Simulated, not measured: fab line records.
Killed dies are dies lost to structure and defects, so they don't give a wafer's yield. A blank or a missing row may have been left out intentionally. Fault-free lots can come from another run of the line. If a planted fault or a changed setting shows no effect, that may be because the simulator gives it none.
fab line records | flow n5_finfet
record lots=6 | wafers=18 | last_day=17
route steps=1938 shown STI_FIN_REVEAL@187 PASSIVATION@1936
lots that met no fault: taken from a fault-free run of the same line
start_h: the number of hours between the record's first day and the start of the first shown wafer of the lot | wait_h: hours since the lot's step before | " the same as in the row above | L1.1+2: a row that stands for several wafers | - no value, or no start given | * or withheld: withheld | < > ~ a bound
route shown NAME@n: names a module that has steps shown in the file, with the first one's number in the route | usual: mean/standard deviation taken from wafers without a fault | same: alike in all rows | chamber/n: place in a boat | sites: readings site by site | _std_site: how widely they spread, as a standard deviation | _edge_site: mean of outer sites minus mean of inner sites | radius_mm: how far each site lies from the wafer's centre | mask NAME#n: copy n | behind: the tool/chamber that last shaped the wafer | hold: why the lot went on hold/how many hours it stayed there/how the hold came to an end | device: names the non-switching transistor (n, p or np) | end of line: the route-end tests of the same wafers | a step with no rows: only its recipe | killed: at the first sort, the dies lost to defects and structure; wafer yield is something else | map: a wafer's dies, x killed, . not, _ none there
set.NAME: the setting as run; set.NAME@STEP: as run at that earlier step | model.NAME: the simulator's own value behind a step, which no gauge read
lots seen at some steps along the route; tables by step, rows by wafer
services: a tool's chamber out of use, with start hour (start_h, from the record's first day; less than 0 if before it), hours out, and reason
## steps
# step N5_STI_FIN_REVEAL_CMP_04
# recipe stop_on=Si3N4 | t_overpolish_s=4 | down_force_psi=2 | platen_rpm=54.18 | post_cmp_clean=alkaline_brush | pad_velocity_m_s=1.078 | target_thk_nm=131.83
# step N5_STI_FIN_REVEAL_THK_MEAS_05
# usual thk_nm=132.1/1.6
lot.wafer | tool          | chamber | start_h | wait_h | thk_nm
L246.4    | film_metro-01 | -       | 41.01   | -      | 129.9
L246.5    | "             | -       | "       | "      | 132.5
L246.6    | "             | -       | "       | "      | 129.5
L258.4    | film_metro-02 | -       | 116.55  | -      | 131.3
L258.5    | "             | -       | "       | "      | 133.1
L258.6    | "             | -       | "       | "      | 131.8
L259.2    | film_metro-02 | -       | 119.78  | -      | 134.0
L259.3    | "             | -       | "       | "      | 131.2
L259.6    | "             | -       | "       | "      | 130.7
L260.1    | film_metro-02 | -       | 124.94  | -      | 133.1
L260.3    | "             | -       | "       | "      | 131.7
L260.4    | "             | -       | "       | "      | 131.1
L267.2    | film_metro-02 | -       | 165.47  | -      | 131.5
L267.3    | "             | -       | "       | "      | 129.9
L267.4    | "             | -       | "       | "      | 129.4
L268.1    | film_metro-01 | -       | 172.02  | -      | 134.2
L268.3    | "             | -       | "       | "      | 134.1
L268.4    | "             | -       | "       | "      | 132.3
# step N5_STI_FIN_REVEAL_DENSIFY_30
# recipe temp_c=* | time_s=* | ambient=N2 | idle_temp_c=600 | ramp_up_c_per_s=150 | ramp_down_c_per_s=60 | cool_to_c=600
# usual lamp_power_pct=11.54/0.053 | lamp_zone_5_pct=11.535/0.02 | wafer_temp_C_max=*
lot.wafer | tool          | chamber | start_h | wait_h | lamp_power_pct | lamp_zone_5_pct | wafer_temp_C_max
L246.4    | rtp_anneal-01 | 0       | 41.12   | 0.1    | 11.50          | 11.550          | *
L246.5    | "             | 0       | "       | "      | 11.56          | 11.558          | *
L246.6    | "             | 0       | "       | "      | 11.54          | 11.528          | *
L258.4    | rtp_anneal-02 | 0       | 116.67  | 0.1    | 11.45          | 11.530          | *
L258.5    | "             | 0       | "       | "      | 11.53          | 11.530          | *
L258.6    | "             | 0       | "       | "      | 11.52          | 11.551          | *
L259.2    | rtp_anneal-02 | 0       | 119.92  | 0.1    | 11.57          | 11.517          | *
L259.3    | "             | 0       | "       | "      | 11.64          | 11.545          | *
L259.6    | "             | 0       | "       | "      | 11.49          | 11.550          | *
L260.1    | rtp_anneal-02 | 0       | 125.06  | 0.1    | 11.53          | 11.538          | *
L260.3    | "             | 0       | "       | "      | 11.55          | 11.550          | *
L260.4    | "             | 0       | "       | "      | 11.52          | 11.563          | *
L267.2    | rtp_anneal-02 | 0       | 165.53  | 0.1    | 11.46          | 11.534          | *
L267.3    | "             | 0       | "       | "      | 11.57          | 11.529          | *
L267.4    | "             | 0       | "       | "      | 11.48          | 11.525          | *
L268.1    | rtp_anneal-02 | 0       | 172.04  | 0.0    | 11.58          | 11.554          | *
L268.3    | "             | 0       | "       | "      | 11.47          | 11.544          | *
L268.4    | "             | 0       | "       | "      | 11.59          | 11.558          | *
# step N5_STI_FIN_REVEAL_ETCHBACK_08
# recipe chemistry=C4F6/O2 | target=SiO2 | target_depth_a=305 | time_s=10.167 | ion_energy_ev=250 | pressure_mtorr=30 | source_w=345 | bias_w=185 | Ar_flow_sccm=300 | C4F6_flow_sccm=10 | O2_flow_sccm=10
# usual drypump_motor_current_A=5.55/0.3 | oes_product_au=0.79/0.084 | rf_vpp_V=666/22 | showerhead_plenum_p_Torr=2.82/0.081 | throttle_valve_pct=21.14/0.28
lot.wafer | tool        | chamber | start_h | wait_h | drypump_motor_current_A | oes_product_au | rf_hours_counter_h | rf_vpp_V | showerhead_plenum_p_Torr | throttle_valve_pct
L246.4    | rie_diel-03 | 1       | 41.26   | 0.1    | 5.21                    | 0.85           | -                  | 681      | 2.75                     | 20.83
L246.5    | "           | 0       | "       | "      | 5.09                    | 0.73           | -                  | 678      | 2.95                     | 21.05
L246.6    | "           | 3       | "       | "      | 5.94                    | 0.78           | -                  | 651      | 2.84                     | 20.92
L258.4    | rie_diel-03 | 2       | 116.94  | 0.2    | 5.73                    | 0.92           | 23                 | 692      | 2.91                     | 20.95
L258.5    | "           | 2       | "       | "      | 5.72                    | 0.93           | -                  | 693      | 2.91                     | 20.96
L258.6    | "           | 3       | "       | "      | 5.92                    | 0.75           | -                  | 651      | 2.83                     | 20.94
L259.2    | rie_diel-02 | 2       | 120.10  | 0.2    | 5.66                    | 0.73           | 189                | 652      | 2.79                     | 21.19
L259.3    | "           | 1       | "       | "      | 5.20                    | 0.78           | 106                | 689      | 2.79                     | 21.80
L259.6    | "           | 1       | "       | "      | 5.20                    | 0.78           | -                  | 689      | 2.79                     | 21.79
L260.1    | rie_diel-06 | 3       | 125.27  | 0.2    | 5.94                    | 0.71           | 202                | 638      | 2.70                     | 21.30
L260.3    | "           | 1       | "       | "      | 5.43                    | 0.93           | 18                 | 662      | 2.91                     | 21.03
L260.4    | "           | 2       | "       | "      | 5.52                    | 0.88           | 58                 | 648      | 2.89                     | 21.12
L267.2    | rie_diel-06 | 1       | 165.71  | 0.2    | 5.42                    | 0.90           | 33                 | 661      | 2.90                     | 21.08
L267.3    | "           | 0       | "       | "      | 6.05                    | 0.87           | 34                 | 663      | 2.75                     | 20.74
L267.4    | "           | 2       | "       | "      | 5.57                    | 0.85           | 73                 | 648      | 2.89                     | 21.14
L268.1    | rie_diel-06 | 2       | 172.34  | 0.3    | 5.54                    | 0.86           | 75                 | 649      | 2.89                     | 21.15
L268.3    | "           | 3       | "       | "      | 5.95                    | 0.70           | 217                | 638      | 2.70                     | 21.30
L268.4    | "           | 0       | "       | "      | 6.03                    | 0.85           | 36                 | 666      | 2.75                     | 20.74
# step N5_STI_FIN_REVEAL_STRIP_24
# recipe chemistry=N2/H2 | time_s=90 | power_w=100 | temp_c=40 | pressure_mtorr=100 | rf_frequency_hz=6e+07 | bias_power_w=3 | n2_flow_sccm=300 | h2_flow_sccm=300
# usual drypump_motor_current_A=5.55/0.3 | oes_product_au=0.79/0.086 | rf_vpp_V=45.2/0.81 | showerhead_plenum_p_Torr=3.35/0.088 | throttle_valve_pct=12.2/0.31
lot.wafer | tool        | chamber | start_h | wait_h | drypump_motor_current_A | oes_product_au | rf_hours_counter_h | rf_vpp_V | showerhead_plenum_p_Torr | throttle_valve_pct
L246.4    | rie_diel-03 | 1       | 41.33   | 0.0    | 5.22                    | 0.86           | -                  | 45.1     | 3.25                     | 11.8
L246.5    | "           | 0       | "       | "      | 5.13                    | 0.72           | -                  | 43.7     | 3.50                     | 12.2
L246.6    | "           | 3       | "       | "      | 5.98                    | 0.78           | -                  | 45.0     | 3.39                     | 12.1
L258.4    | rie_diel-03 | 2       | 116.98  | 0.0    | 5.74                    | 0.94           | 23                 | 45.0     | 3.42                     | 11.7
L258.5    | "           | 2       | "       | "      | 5.69                    | 0.94           | -                  | 46.1     | 3.42                     | 11.8
L258.6    | "           | 3       | "       | "      | 5.99                    | 0.76           | -                  | 44.0     | 3.37                     | 12.2
L259.2    | rie_diel-02 | 2       | 120.14  | 0.0    | 5.71                    | 0.72           | 189                | 47.0     | 3.35                     | 12.5
L259.3    | "           | 1       | "       | "      | 5.24                    | 0.77           | 106                | 44.4     | 3.27                     | 12.5
L259.6    | "           | 1       | "       | "      | 5.23                    | 0.78           | -                  | 44.8     | 3.27                     | 12.5
L260.1    | rie_diel-06 | 3       | 125.31  | 0.0    | 5.93                    | 0.69           | 202                | 47.2     | 3.21                     | 12.4
L260.3    | "           | 1       | "       | "      | 5.43                    | 0.92           | 18                 | 45.6     | 3.46                     | 11.9
L260.4    | "           | 2       | "       | "      | 5.52                    | 0.87           | 58                 | 46.2     | 3.45                     | 12.2
L267.2    | rie_diel-06 | 1       | 165.75  | 0.0    | 5.43                    | 0.90           | 33                 | 46.1     | 3.45                     | 12.0
L267.3    | "           | 0       | "       | "      | 6.02                    | 0.87           | 34                 | 43.8     | 3.29                     | 11.8
L267.4    | "           | 2       | "       | "      | 5.56                    | 0.85           | 73                 | 44.5     | 3.44                     | 12.3
L268.1    | rie_diel-06 | 2       | 172.37  | 0.0    | 5.55                    | 0.84           | 75                 | 45.0     | 3.44                     | 12.3
L268.3    | "           | 3       | "       | "      | 5.94                    | 0.68           | 217                | 46.3     | 3.20                     | 12.4
L268.4    | "           | 0       | "       | "      | 6.04                    | 0.86           | 36                 | 45.6     | 3.29                     | 11.9
# step N5_STI_FIN_REVEAL_PRECLEAN_25
# recipe chemistry=SPM | time_s=90 | temp_c=120 | mix=4:1
# step N5_STI_FIN_REVEAL_PRECLEAN_26
# recipe chemistry=SC1 | time_s=45 | temp_c=46 | mix=1:2:100
# step N5_STI_FIN_REVEAL_PRECLEAN_29
# recipe chemistry=DHF | time_s=30 | temp_c=25 | dilution=300:1
# step N5_STI_FIN_REVEAL_SRD_12
# recipe time_s=30 | temp_c=23 | rinse_liquid=diw | dry=ipa_marangoni
# step N5_STI_FIN_REVEAL_RECESS_09
# recipe chemistry=HF/NH3 | target=SiO2 | afs_cycles=11 | target_depth_a=425 | temp_c=30 | sublimation_temp_c=180 | sublimation_time_s=60
# step N5_STI_FIN_REVEAL_STRIP_16
# recipe chemistry=H3PO4 | material=SiNx | temp_c=165 | target_depth_a=238 | overetch_fraction=0.4964 | dry=ipa_marangoni
# step N5_STI_FIN_REVEAL_PRECLEAN_17
# recipe chemistry=NF3:NH3 | afs_cycles=1 | temp_c=30 | time_s=20 | sublimation_temp_c=180 | sublimation_time_s=60 | pressure_torr=3 | rf_power_w=30
# step N5_STI_FIN_REVEAL_ETCH_34
# recipe chemistry=H2 | mode=isotropic | material=Si | target=Si | target_depth_a=9.7 | temp_c=20 | pressure_mtorr=4.5 | icp_w=300 | bias_w=0 | h2_flow_sccm=7.5 | he_flow_sccm=142.5
# usual bias_w=0/0 | chamber_pressure_mTorr=4.500/0.0041 | drypump_motor_current_A=5.9/0.62 | oes_product_au=0.999/0.016 | throttle_valve_pct=25.8/0.59
lot.wafer | tool      | chamber | start_h | wait_h | bias_w | chamber_pressure_mTorr | drypump_motor_current_A | oes_product_au | rf_hours_counter_h | throttle_valve_pct
L246.4    | rie_si-03 | 2       | 43.59   | 0.1    | 0      | 4.500                  | 5.3                     | 1.003          | 143                | 24.7
L246.5    | "         | 2       | "       | "      | 0      | 4.494                  | 5.3                     | 0.997          | -                  | 24.7
L246.6    | "         | 3       | "       | "      | 0      | 4.506                  | 5.3                     | 1.000          | -                  | 25.5
L258.4    | rie_si-04 | 0       | 119.53  | 0.1    | 0      | 4.497                  | 6.6                     | 0.994          | 84                 | 25.3
L258.5    | "         | 0       | "       | "      | 0      | 4.506                  | 6.5                     | 0.983          | -                  | 25.3
L258.6    | "         | 1       | "       | "      | 0      | 4.504                  | 5.2                     | 1.012          | -                  | 25.6
L259.2    | rie_si-04 | 0       | 122.69  | 0.1    | -      | -                      | -                       | -              | -                  | -
L259.3    | "         | 1       | "       | "      | -      | -                      | -                       | -              | -                  | -
L259.6    | "         | 1       | "       | "      | -      | -                      | -                       | -              | -                  | -
L260.1    | rie_si-02 | 0       | 127.62  | 0.2    | -      | -                      | -                       | -              | -                  | -
L260.3    | "         | 2       | "       | "      | -      | -                      | -                       | -              | -                  | -
L260.4    | "         | 1       | "       | "      | -      | -                      | -                       | -              | -                  | -
L267.2    | rie_si-02 | 2       | 168.05  | 0.1    | 0      | 4.497                  | 6.6                     | 1.004          | 165                | 26.3
L267.3    | "         | 1       | "       | "      | 0      | 4.498                  | 5.7                     | 1.011          | 7                  | 25.4
L267.4    | "         | 3       | "       | "      | 0      | 4.497                  | 6.2                     | 0.986          | 124                | 25.4
L268.1    | rie_si-04 | 1       | 174.68  | 0.2    | 0      | 4.496                  | 5.1                     | 1.005          | 137                | 25.7
L268.3    | "         | 2       | "       | "      | 0      | 4.497                  | 5.9                     | 0.999          | 3                  | 25.8
L268.4    | "         | 3       | "       | "      | 0      | 4.499                  | 5.7                     | 1.012          | 191                | 26.9
# step N5_STI_FIN_REVEAL_OXIDATION_31
# recipe chemistry=O2_PLASMA_REMOTE | temp_c=150 | time_s=20 | pressure_mtorr=1000 | source_power_w=2000 | o2_flow_sccm=3000
# usual drypump_motor_current_A=5.4/0.63 | heater_power_w=133/3.3
lot.wafer | tool            | chamber | start_h | wait_h | drypump_motor_current_A | heater_power_w | rf_hours_counter_h
L246.4    | plasma_asher-02 | 1       | 43.67   | 0.1    | 6.2                     | 135            | -
L246.5    | "               | 1       | "       | "      | 6.1                     | 131            | -
L246.6    | "               | 0       | "       | "      | 4.8                     | 125            | -
L258.4    | plasma_asher-01 | 1       | 119.61  | 0.1    | 4.7                     | 139            | -
L258.5    | "               | 1       | "       | "      | 4.8                     | 137            | -
L258.6    | "               | 0       | "       | "      | 5.9                     | 134            | -
L259.2    | plasma_asher-01 | 0       | 122.77  | 0.1    | 5.9                     | 135            | 46
L259.3    | "               | 0       | "       | "      | 5.9                     | 135            | -
L259.6    | "               | 1       | "       | "      | 4.8                     | 136            | -
L260.1    | plasma_asher-01 | 1       | 127.83  | 0.2    | 4.7                     | 134            | 48
L260.3    | "               | 0       | "       | "      | 5.9                     | 136            | -
L260.4    | "               | 1       | "       | "      | 4.7                     | 137            | -
L267.2    | plasma_asher-02 | 1       | 168.12  | 0.0    | 6.2                     | 135            | 103
L267.3    | "               | 1       | "       | "      | 6.2                     | 133            | -
L267.4    | "               | 0       | "       | "      | 4.8                     | 127            | -
L268.1    | plasma_asher-01 | 1       | 174.74  | 0.0    | 4.8                     | 134            | 60
L268.3    | "               | 0       | "       | "      | 5.9                     | 136            | -
L268.4    | "               | 1       | "       | "      | 4.7                     | 135            | -
# step N5_STI_FIN_REVEAL_PRECLEAN_32
# recipe chemistry=NF3:NH3 | afs_cycles=1 | temp_c=30 | time_s=20 | sublimation_temp_c=180 | sublimation_time_s=60 | pressure_torr=3 | rf_power_w=30
# step N5_STI_FIN_REVEAL_STRIP_35
# recipe chemistry=H3PO4 | material=Si3N4 | temp_c=165 | target_depth_a=40 | time_s=39
# step N5_STI_FIN_REVEAL_SRD_21
# recipe dry=ipa_marangoni | time_s=30 | temp_c=23 | rinse_liquid=diw
# step N5_STI_FIN_REVEAL_OXIDATION_33
# recipe chemistry=O2_PLASMA_REMOTE | temp_c=150 | time_s=20 | pressure_mtorr=1000 | source_power_w=2000 | o2_flow_sccm=3000
# usual drypump_motor_current_A=5.4/0.63 | heater_power_w=133/3.5
lot.wafer | tool            | chamber | start_h | wait_h | drypump_motor_current_A | heater_power_w | rf_hours_counter_h
L246.4    | plasma_asher-02 | 1       | 44.08   | 0.0    | 6.2                     | 133            | -
L246.5    | "               | 0       | "       | "      | 4.8                     | 128            | -
L246.6    | "               | 1       | "       | "      | 6.2                     | 134            | -
L258.4    | plasma_asher-02 | 1       | 120.01  | 0.1    | 6.1                     | 135            | -
L258.5    | "               | 0       | "       | "      | 4.8                     | 129            | -
L258.6    | "               | 1       | "       | "      | 6.2                     | 135            | -
L259.2    | plasma_asher-01 | 0       | 123.12  | 0.0    | 5.9                     | 137            | 46
L259.3    | "               | 0       | "       | "      | 5.9                     | 132            | -
L259.6    | "               | 0       | "       | "      | 5.9                     | 132            | -
L260.1    | plasma_asher-01 | 0       | 128.25  | 0.1    | 5.9                     | 132            | 48
L260.3    | "               | 1       | "       | "      | 4.7                     | 135            | -
L260.4    | "               | 0       | "       | "      | 5.9                     | 132            | -
L267.2    | plasma_asher-02 | 0       | 168.47  | 0.0    | 4.8                     | 128            | 103
L267.3    | "               | 1       | "       | "      | 6.2                     | 135            | -
L267.4    | "               | 0       | "       | "      | 4.8                     | 126            | -
L268.1    | plasma_asher-01 | 1       | 175.10  | 0.0    | 4.7                     | 135            | 61
L268.3    | "               | 1       | "       | "      | 4.7                     | 135            | -
L268.4    | "               | 0       | "       | "      | 5.9                     | 135            | -
# step N5_STI_FIN_REVEAL_CLEAN_19
# recipe chemistry=O3/DIW | temp_c=25 | time_s=120 | o3_ppm=10
# step N5_STI_FIN_REVEAL_SRD_23
# recipe dry=ipa_marangoni | time_s=30 | temp_c=23 | rinse_liquid=diw
# step N5_STI_FIN_REVEAL_CD_MEAS_22
# recipe target_cd_nm=6.238 | pitch_nm=28 | polarity=line
# usual cd_nm=6.3/0.32
lot.wafer | tool      | chamber | start_h | wait_h | cd_nm
L246.4    | cd_sem-02 | -       | 44.26   | 0.0    | 6.2
L246.5    | "         | -       | "       | "      | 6.3
L246.6    | "         | -       | "       | "      | 6.3
L258.4    | cd_sem-03 | -       | 120.16  | 0.0    | 6.5
L258.5    | "         | -       | "       | "      | 6.2
L258.6    | "         | -       | "       | "      | 6.7
L259.2    | cd_sem-01 | -       | 123.34  | 0.0    | 7.8
L259.3    | "         | -       | "       | "      | 8.3
L259.6    | "         | -       | "       | "      | 8.4
L260.1    | cd_sem-01 | -       | 128.41  | 0.0    | 8.1
L260.3    | "         | -       | "       | "      | 7.8
L260.4    | "         | -       | "       | "      | 7.9
L267.2    | cd_sem-03 | -       | 168.64  | 0.0    | 6.5
L267.3    | "         | -       | "       | "      | 6.1
L267.4    | "         | -       | "       | "      | 6.1
L268.1    | cd_sem-03 | -       | 175.26  | 0.0    | 6.2
L268.3    | "         | -       | "       | "      | 6.3
L268.4    | "         | -       | "       | "      | 6.0
# step N5_STI_FIN_REVEAL_FIN_H_MEAS_10
# usual trench_depth_nm=51.7/0.74
lot.wafer | tool   | chamber | start_h | wait_h | trench_depth_nm
L246.4    | ocd-02 | -       | 44.29   | 0.0    | 52.2
L246.5    | "      | -       | "       | "      | 53.1
L246.6    | "      | -       | "       | "      | 52.2
L258.4    | ocd-02 | -       | 120.19  | 0.0    | 51.9
L258.5    | "      | -       | "       | "      | 52.1
L258.6    | "      | -       | "       | "      | 51.2
L259.2    | ocd-01 | -       | 123.37  | 0.0    | 52.4
L259.3    | "      | -       | "       | "      | 52.4
L259.6    | "      | -       | "       | "      | 52.1
L260.1    | ocd-01 | -       | 128.44  | 0.0    | 52.0
L260.3    | "      | -       | "       | "      | 51.9
L260.4    | "      | -       | "       | "      | 52.2
L267.2    | ocd-02 | -       | 168.67  | 0.0    | 52.0
L267.3    | "      | -       | "       | "      | 50.1
L267.4    | "      | -       | "       | "      | 52.4
L268.1    | ocd-01 | -       | 175.29  | 0.0    | 53.1
L268.3    | "      | -       | "       | "      | 52.3
L268.4    | "      | -       | "       | "      | 51.3
# step N5_PASSIVATION_PROBE_49
# usual killed_at_M0_to_M3=34/8.9 | killed_at_M4_up=13/4.6 | killed_at_contacts=12/5.5 | killed_at_front_end=41/11 | killed_at_other=3.1/2.9 | killed_dies=102/16 | killed_open=66/11 | killed_short=34/7.6
# same gross_dies=1180 | killed_at_back_side=0
lot.wafer | tool      | chamber | start_h | wait_h | killed_at_M0_to_M3 | killed_at_M4_up | killed_at_contacts | killed_at_front_end | killed_at_other | killed_dies | killed_open | killed_short
L259.2    | prober-01 | -       | 354.34  | 0.1    | 29                 | 9               | 17                 | 43                  | 2               | 100         | 60          | 34
L259.3    | prober-01 | -       | 354.39  | 0.1    | 15                 | 6               | 12                 | 42                  | 7               | 82          | 53          | 28
L259.6    | prober-01 | -       | 354.54  | 0.3    | 31                 | 1               | 15                 | 32                  | 2               | 81          | 58          | 23
L260.1    | prober-02 | -       | 358.08  | 0.0    | 31                 | 16              | 5                  | 46                  | 6               | 104         | 69          | 35
L260.3    | prober-02 | -       | 358.18  | 0.1    | 24                 | 15              | 13                 | 51                  | 19              | 122         | 78          | 44
L260.4    | prober-02 | -       | 358.23  | 0.2    | 27                 | 13              | 10                 | 46                  | 2               | 98          | 72          | 26
# killed by level:class
L259.2 MOL_CONTACT_COAG:geometric_particle:open=13 FIN_SAQP:geometric_particle:short=12 BEOL_M2:geometric_particle:open=7 BEOL_M0:geometric_particle:open=6 BEOL_M3:geometric_particle:open=6 HKMG_FIN:area_etch=6 FIN_SAQP:geometric_particle:open=5 DUMMY_GATE:geometric_particle:open=5
L259.3 FIN_SAQP:geometric_particle:open=17 MOL_CONTACT_COAG:geometric_particle:open=9 FIN_SAQP:geometric_particle:short=7 STI_FIN_REVEAL:geometric_particle:open=7 BEOL_M0_SAQP:geometric_particle:short=4 BEOL_M3:geometric_particle:open=4 MOL_CONTACT_COAG:geometric_particle:short=3 BEOL_M2:geometric_particle:open=3
L259.6 BEOL_M3:geometric_particle:open=13 MOL_CONTACT_COAG:geometric_particle:open=12 FIN_SAQP:geometric_particle:open=7 FIN_SAQP:geometric_particle:short=6 STI_FIN_REVEAL:geometric_particle:open=6 BEOL_M0_SAQP:geometric_particle:short=4 BEOL_M0_SAQP:geometric_particle:open=4 DUMMY_GATE:geometric_particle:open=3
L260.1 BEOL_M0_SAQP:geometric_particle:short=11 BEOL_M0_SAQP:geometric_particle:open=11 STI_FIN_REVEAL:geometric_particle:open=10 DUMMY_GATE:geometric_particle:open=8 FIN_SAQP:geometric_particle:short=7 STARTING-WAFER:geometric_particle:open=6 STI_FIN_REVEAL:geometric_particle:short=5 BEOL_M7:geometric_particle:open=5
L260.3 STI_FIN_REVEAL:geometric_particle:open=15 MOL_CONTACT_COAG:geometric_particle:short=7 BEOL_M0_SAQP:geometric_particle:short=7 MOL_CONTACT_COAG:geometric_particle:open=6 BEOL_M3:geometric_particle:open=6 MIM_TOP_ETCH:geometric_particle:open=6 FIN_SAQP:geometric_particle:short=5 DUMMY_GATE:geometric_particle:open=5
L260.4 DUMMY_GATE:geometric_particle:open=14 BEOL_M0_SAQP:geometric_particle:open=10 STI_FIN_REVEAL:geometric_particle:open=8 MOL_CONTACT_COAG:geometric_particle:open=8 GATE_CUT:geometric_particle:short=7 BEOL_M0_SAQP:geometric_particle:short=6 FIN_SAQP:geometric_particle:short=5 BEOL_M3:geometric_particle:open=5
## services
tool            | chamber | start_h | hours | kind
rie_diel-03     | 2       | 30.85   | -     | clean
rie_diel-06     | 2       | 33.31   | 9.9   | repair
rie_diel-06     | 0       | 44.90   | -     | clean
rie_diel-06     | 0       | 44.90   | -     | consumable_replace:focus_ring
rie_diel-06     | 0       | 44.90   | 20.5  | scheduled_down
rie_diel-06     | 0       | 44.90   | 20.5  | vent_cycle
rie_diel-03     | -       | 61.54   | 5.7   | repair
rie_diel-06     | 1       | 65.46   | -     | clean
rie_diel-06     | 1       | 65.46   | -     | consumable_replace:focus_ring
rie_diel-06     | 1       | 65.46   | 16.3  | scheduled_down
rie_diel-06     | 1       | 65.46   | 16.3  | vent_cycle
rie_diel-02     | 0       | 68.45   | 6.2   | repair
plasma_asher-01 | -       | 84.16   | 4.3   | pm
rie_diel-02     | -       | 91.15   | 2.8   | pm
rie_diel-06     | 0       | 91.22   | 16.7  | repair
plasma_asher-02 | -       | 101.08  | 0.9   | repair
rie_si-03       | -       | 109.71  | 0.8   | repair
rie_diel-02     | 1       | 112.26  | 2.7   | repair
plasma_asher-02 | -       | 121.91  | 15.6  | pm
rie_si-02       | 0       | 122.37  | 3.4   | repair
rie_si-03       | 1       | 134.50  | 7.3   | repair
plasma_asher-02 | -       | 140.75  | 5.2   | repair
rie_diel-06     | 3       | 143.16  | 8.3   | repair
rie_diel-06     | -       | 174.34  | 14.6  | pm
## key
first_sign step=N5_STI_FIN_REVEAL_ETCH_34 | reading=tool_record | direction=missing
effect step=N5_STI_FIN_REVEAL_CD_MEAS_22 | reading=cd_nm | direction=up | sigmas=5.5 | usual=6.3 | struck=8.1
met_at N5_STI_FIN_REVEAL_ETCH_34
struck_wafers L259.2,L259.3,L259.6,L260.1,L260.3,L260.4
tester_left_out L259,L260
onset_between 119.53 122.69
fault kind=skipped_step_whole | tool=rie_si-02,rie_si-04 | chamber=- | onset_h=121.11 | steps=N5_STI_FIN_REVEAL_ETCH_34 | scope=struck_lots_only
# tester_left_out: of these lots the tester's yield and bins aren't shown, on N5 and GAA mostly nor the transistor test; their killed dies are dies lost to structure and defects alone, not to doping, threshold or leakage, so they don't give the yield
